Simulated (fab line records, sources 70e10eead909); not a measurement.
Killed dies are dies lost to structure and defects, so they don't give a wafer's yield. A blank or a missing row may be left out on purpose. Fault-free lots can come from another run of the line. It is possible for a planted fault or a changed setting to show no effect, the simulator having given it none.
Struck lot and sound lot, side by side || flow nandHarc || 15 out of 1159 route steps
Sound: wafers L817.2, L817.4, L817.5. Wafers L821.2, L821.5, L821.6 were the ones struck. At the end, the cause is stated.
Each step with rows lists, per side, the tool, then ch with its chambers, then its first start. Under that, the readings that differ: sound wafers || struck wafers || difference of the means || sigmas: that difference in standard deviations of wafers without a fault.
alike: same words and numbers on both sides, and readings whose means sit less than 2 such deviations apart. not compared: any withheld reading, any reading some wafer has no value for, any bound like >300 that may hide the same value, and any number with overlapping values for which the record gives no deviation.
The two part at a step that has a row with sigmas, a row that says differs or no value, or rows on one side only. Numbers that have no deviation but don't overlap get no sigmas and don't part them. A reading that every wafer of one side lacks parts them only if that side has two wafers or more.

NHARC_A_CONTACT_DESCUM_74: chemistry O2, time 3 s.
  sound on rieDiel-13 ch 2,3, day 19 14:29; struck on rieDiel-07 ch 0,2,3, day 20 05:14
  alike: drypumpMotorCurrentA, oesProductAu, rfVppV, showerheadPlenumPTorr, throttleValvePct
  not compared: rfHoursCounterH
then, 3 steps without rows for these wafers: NHARC_A_CONTACT_ETCH_75 (etches the open film in CF4, target depth 39 nm, time 65 s); NHARC_A_CONTACT_ETCH_76 (etches the open film in N2/H2, target depth 260 nm, time 475.3 s); NHARC_A_CONTACT_ETCH_77 (etches the open film in CF4/CHF3, target depth 72.6 nm, time 36.3 s).
NHARC_A_CONTACT_ETCH_78: etches the open film in O2/COS, target depth 2800 nm, time 728 s.
  sound: rieDiel-13 ch 1,2,3; struck: rieDiel-07 ch 2,3
  alike: biasW, chamberPressureMTorr, drypumpMotorCurrentA, oesProductAu, rfFwdPowerW, rfVppV, showerheadPlenumPTorr, throttleValvePct
  not compared: rfHoursCounterH
NHARC_A_CONTACT_ETCH_124: etches the open film in C4F8/O2/Ar, time 140 s, target depth 700 nm.
  sound on harCapEtch-03 ch 0,1, day 19 15:46; struck on harCapEtch-01 ch 0,1, day 20 06:22
  alike: chamberPressureMTorr, oesAirLineAu
  not compared: rfHoursCounterH
then, 5 steps without rows for these wafers: NHARC_A_CONTACT_ETCH_125 (etches the open film in C4F8/O2/Ar, time 155 s, target depth 956 nm); NHARC_A_CONTACT_ETCH_126 (etches the open film in C4F8/O2/Ar, time 155 s, target depth 956 nm); NHARC_A_CONTACT_ETCH_127 (etches the open film in C4F8/O2/Ar, time 155 s, target depth 956 nm); NHARC_A_CONTACT_ETCH_128 (etches the open film in C4F8/O2/Ar, time 155 s, target depth 956 nm); NHARC_A_CONTACT_ETCH_129 (etches the open film in C4F8/O2/Ar, time 155 s, target depth 956 nm).
NHARC_A_CONTACT_ETCH_130: etches the open film in C4F8/O2/Ar, time 155 s, target depth 956 nm.
  sound on harCapEtch-03 ch 0,1, day 19 16:41; struck on harCapEtch-01 ch 0,1, day 20 07:16
{"reading": "oesAirLineAu (a.u.)", "sound": "0.995 0.989 0.948", "struck": "1.026 1.015 1.023", "difference": "+0.044", "sigmas": "+2"}
  alike: chamberPressureMTorr
  not compared: rfHoursCounterH
NHARC_A_CONTACT_ETCH_131: etches the open film in C4F8/O2/Ar, time 155 s, target depth 956 nm.
  sound on harCapEtch-03 ch 0,1, day 19 16:50; struck on harCapEtch-01 ch 0,1, day 20 07:24
  no value came back on the struck wafers for chamberPressureMTorr (mTorr), oesAirLineAu (a.u.); on the sound wafers chamberPressureMTorr (mTorr) reads 20.016 20.001 19.978
  not compared: rfHoursCounterH
NHARC_A_CONTACT_ETCH_132: etches the open film in C4F8/O2/Ar, time 156 s, target depth 958 nm.
  sound on harCapEtch-03 ch 0,1, day 19 16:58; struck on harCapEtch-01 ch 0,1, day 20 07:33
  alike: chamberPressureMTorr, oesAirLineAu
  not compared: rfHoursCounterH
-- record jumps: 3 days between struck wafers' starts before vs after; left off in module A_CONTACT, resumes in module END, first step shown is number 1159 of the route --
NHARC_END_SORT_01:
  sound on prober-01 ch 0, day 22 10:29; struck on prober-02 ch 0, day 23 07:07
{"reading": "hold", "sound": "- - -", "struck": "awaitDispo/3.0h/scrap awaitDispo/3.0h/scrap awaitDispo/3.0h/scrap", "difference": "no value on the sound wafers", "sigmas": ""}
{"reading": "killedAtArray", "sound": "13 13 16", "struck": "677 674 674", "difference": "+661", "sigmas": "+66"}
{"reading": "killedDies", "sound": "17 19 20", "struck": "677 677 677", "difference": "+658", "sigmas": "+60"}
  alike: killedAtOther, killedAtPeriphery, killedOpen, killedShort

WHERE THEY PART
Earliest at NHARC_A_CONTACT_ETCH_130; latest, in this record, at NHARC_END_SORT_01.

WHY: what the simulator had put in
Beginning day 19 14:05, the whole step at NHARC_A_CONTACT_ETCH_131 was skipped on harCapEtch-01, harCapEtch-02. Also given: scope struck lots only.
